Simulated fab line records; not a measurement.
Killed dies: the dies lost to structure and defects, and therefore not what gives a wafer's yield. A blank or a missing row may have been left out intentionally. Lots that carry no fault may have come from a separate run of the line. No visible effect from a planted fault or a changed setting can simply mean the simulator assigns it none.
Chamber matching | flow n5-finfet | N5_FIN_SAQP_ETCH_51 on rie-diel-01 has 4 sister chambers
The step etches SiARC in CF4, target depth 45.5 nm, time 75.8 s. 22 wafers are shown with their chamber, then 11 later ones without.

== WAFERS, EACH WITH ITS CHAMBER ==
wafer  | chamber | showerhead-plenum-p-Torr (Torr) | drypump-motor-current-A (A) | throttle-valve-pct (%)
L076.1 | 0       | 2.24                            | 6.5                         | 15.83
L076.4 | 3       | 2.11                            | 5.9                         | 15.55
L076.5 | 1       | 2.11                            | 5.8                         | 16.01
L078.1 | 3       | 2.11                            | 5.9                         | 15.56
L078.3 | 1       | 2.11                            | 5.8                         | 16.00
L078.4 | 2       | 2.08                            | 6.6                         | 15.89
L080.1 | 3       | 2.11                            | 5.9                         | 15.57
L080.4 | 2       | 2.08                            | 6.6                         | 15.90
L080.6 | 3       | 2.11                            | 6.0                         | 15.57
L083.2 | 1       | 2.10                            | 5.8                         | 16.04
L083.4 | 0       | 2.23                            | 6.4                         | 15.86
L083.6 | 1       | 2.10                            | 5.8                         | 16.04
L084.1 | 2       | 2.07                            | 6.6                         | 15.93
L084.2 | 0       | 2.23                            | 6.4                         | 15.85
L084.3 | 1       | 2.10                            | 5.8                         | 16.04
L084.4 | 1       | 2.10                            | 5.7                         | 16.04
L084.5 | 0       | 2.23                            | 6.4                         | 15.86
L084.6 | 2       | 2.07                            | 6.6                         | 15.91
L086.1 | 0       | 2.23                            | 6.4                         | 15.87
L086.5 | 2       | 2.07                            | 6.6                         | 15.93
L086.6 | 3       | 2.11                            | 5.9                         | 15.09
L087.1 | 3       | 2.11                            | 5.9                         | 15.09

SIGNATURES (averages over the wafers above)
reading                  | chamber 0 | chamber 1 | chamber 2 | chamber 3 | scatter within a chamber
showerhead-plenum-p-Torr | 2.2320    | 2.1033    | 2.0740    | 2.1100    | 0.0043
drypump-motor-current-A  | 6.420     | 5.783     | 6.600     | 5.917     | 0.037
throttle-valve-pct       | 15.8540   | 16.0283   | 15.9120   | 15.4050   | 0.129
Rule: distance of a wafer from a chamber = root of the sum over the readings of ((wafer's reading minus chamber's mean) / reading's scatter) squared. If the next closest chamber is less than 2 further off than the closest, the wafer can't be placed; otherwise it belongs to the closest. The scatter is the square root of a quotient: the sum, over the shown wafers, of each reading's squared deviation from its chamber's mean, divided by wafers minus chambers.

== WAFERS MISSING THEIR CHAMBER ==
wafer  | showerhead-plenum-p-Torr (Torr) | drypump-motor-current-A (A) | throttle-valve-pct (%)
L087.2 | 2.07                            | 6.6                         | 15.94
L087.5 | 2.11                            | 5.9                         | 15.10
L089.1 | 2.11                            | 5.9                         | 15.12
L089.2 | 2.10                            | 5.8                         | 15.51
L089.3 | 2.07                            | 6.6                         | 15.93
L089.4 | 2.07                            | 6.6                         | 15.96
L089.5 | 2.11                            | 6.0                         | 15.08
L089.6 | 2.10                            | 5.8                         | 15.53
L097.2 | 2.09                            | 5.7                         | 15.56
L097.3 | 2.06                            | 6.6                         | 16.00
L097.6 | 2.09                            | 5.8                         | 15.56

== EACH ONE'S CHAMBER ==
wafer  | from the rows above     | in truth
L087.2 | 2                       | 2
L087.5 | 3                       | 3
L089.1 | 3                       | 3
L089.2 | can't be placed: 3 or 1 | 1
L089.3 | 2                       | 2
L089.4 | 2                       | 2
L089.5 | 3                       | 3
L089.6 | can't be placed: 1 or 3 | 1
L097.2 | 1                       | 1
L097.3 | 2                       | 2
L097.6 | can't be placed: 1 or 3 | 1
Correctly placed: 8 of 11. Can't be placed from these rows: 3 (the true chamber is among the candidates in 3). Number placed wrongly: 0.
